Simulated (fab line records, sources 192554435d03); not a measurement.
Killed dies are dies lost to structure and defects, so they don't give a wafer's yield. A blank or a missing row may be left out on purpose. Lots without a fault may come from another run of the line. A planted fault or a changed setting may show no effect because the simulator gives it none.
A struck lot beside a sound one | flow n5_finfet | 15 steps out of a route of 1938
Sound: wafers L924.1, L924.2, L924.5. Struck: wafers L917.2, L917.3, L917.4. The cause comes at the end.
At each step with rows: each side's tool, then ch and its chambers, then its first start. Under that, the readings that differ: sound wafers | struck wafers | difference of the means | sigmas: that difference in standard deviations of wafers without a fault.
alike: readings whose means differ by less than 2 such deviations, and words and numbers that are the same on both sides. not compared: withheld readings, readings that some wafer has no value for, bounds like >300 that may hide the same value, and numbers for which the record gives no deviation and whose values overlap.
The two part at a step that has a row with sigmas, a row that says differs or no value, or rows on one side only. Numbers that don't overlap but have no deviation are shown without sigmas and don't part them. A reading that every wafer of one side lacks parts them only if that side has two wafers or more.

N5_MOL_CONTACT_COAG_CD_MEAS_101: target cd 16 nm.
  sound on cd_sem-03, day 10 12:27; struck on cd_sem-01, day 8 23:00
  alike: cd_nm
then, 1 step without rows for these wafers: N5_MOL_CONTACT_COAG_PRE_CLEAN_121.
N5_MOL_CONTACT_COAG_CVD_140: deposits W, target thk 66.5 nm, time 215 s.
  sound on cvd_w-02 ch 0,1, day 10 12:35; struck on cvd_w-02 ch 1, day 8 23:18
  alike: heater_power_w
then, 2 steps without rows for these wafers: N5_MOL_CONTACT_COAG_PRECLEAN_127 (cleans in DIW, time 57.5 s); N5_MOL_CONTACT_COAG_SRD_128 (dry time 32 s).
N5_MOL_CONTACT_COAG_CMP_52: polishes, stops on SiO2, t overpolish 1.5 s, target thk 66.5 nm.
  sound on cmp-01 ch 0,1,2, day 10 12:55; struck on cmp-01 ch 1,2,3, day 8 23:47
  alike: edge_zone_pressure_frac, motor_current_A, overpolish_run_s, retaining_ring_pressure_frac, time_to_endpoint_s
N5_MOL_CONTACT_COAG_THK_MEAS_53:
  sound on film_metro-01, day 10 13:12; struck on film_metro-02, day 9 00:05
  alike: VIA_MOL_THK
N5_MOL_CONTACT_COAG_ANNEAL_112: time 1800 s.
  sound on hp_anneal-01 ch 0, day 10 13:14; struck on hp_anneal-01 ch 0, day 9 00:07
  alike: wafer_temp_C_max, zone_power_top_pct
N5_MOL_CONTACT_COAG_INSPECT_97: inspects for defects (darkfield).
  sound on defect_inspect-02, day 10 16:16; struck on defect_inspect-01, day 9 03:09
  alike: raw_defect_count
N5_BEOL_M0_SAQP_PECVD_00: deposits SiCN from 3MS/NH3, target thk 8 nm, time 14 s.
  sound on pecvd-03 ch 0,1,2, day 10 16:36; struck on pecvd-01 ch 1,2, day 9 03:28
  alike: showerhead_plenum_p_Torr, throttle_valve_pct
N5_BEOL_M0_SAQP_ILD_DEP_01: deposits SiOC from DEMS/O2, target thk 45.419 nm, time 8.7 s.
  sound on pecvd-03 ch 0,1,2, day 10 16:37; struck on pecvd-01 ch 1,2, day 9 03:29
  alike: chamber_pressure_Torr, heater_power_outer_w, heater_power_w, showerhead_plenum_p_Torr, throttle_valve_pct
N5_BEOL_M0_SAQP_HM_DEP_02: deposits TiN, target thk 12 nm.
  sound on pvd_sputter-02, day 10 18:29; struck on pvd_sputter-02, day 9 03:50
  no value came back on the struck wafers for chamber_pressure_pa (Pa), substrate_temp_c (C), throttle_valve_pct (%); on the sound wafers chamber_pressure_pa (Pa) reads 0.5001 0.4999 0.4994
then, 1 step without rows for these wafers: N5_BEOL_M0_SAQP_PECVD_03 (deposits SiCN from 3MS/NH3, target thk 12 nm, time 21.1 s).
N5_BEOL_M4_RC_MEAS_101:
  the record has rows for the sound wafers here (prober-02 ch 0, day 13 12:07) and none for the struck ones
-- the record jumps here: 7 days lie between the struck wafers' starts before and after (it left off in module BEOL_M4 and takes up again in module PASSIVATION, whose first step shown is number 1936 of the route) --
N5_PASSIVATION_PROBE_49:
  the record has rows for the struck wafers here (prober-02, day 15 19:32) and none for the sound ones

WHERE THEY PART
First at N5_BEOL_M0_SAQP_HM_DEP_02; last, within this record, at N5_PASSIVATION_PROBE_49.

WHY: what the simulator had put in
Skipped step whole: pvd_sputter-02, from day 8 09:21 on, at N5_BEOL_M0_SAQP_HM_DEP_02. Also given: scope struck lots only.
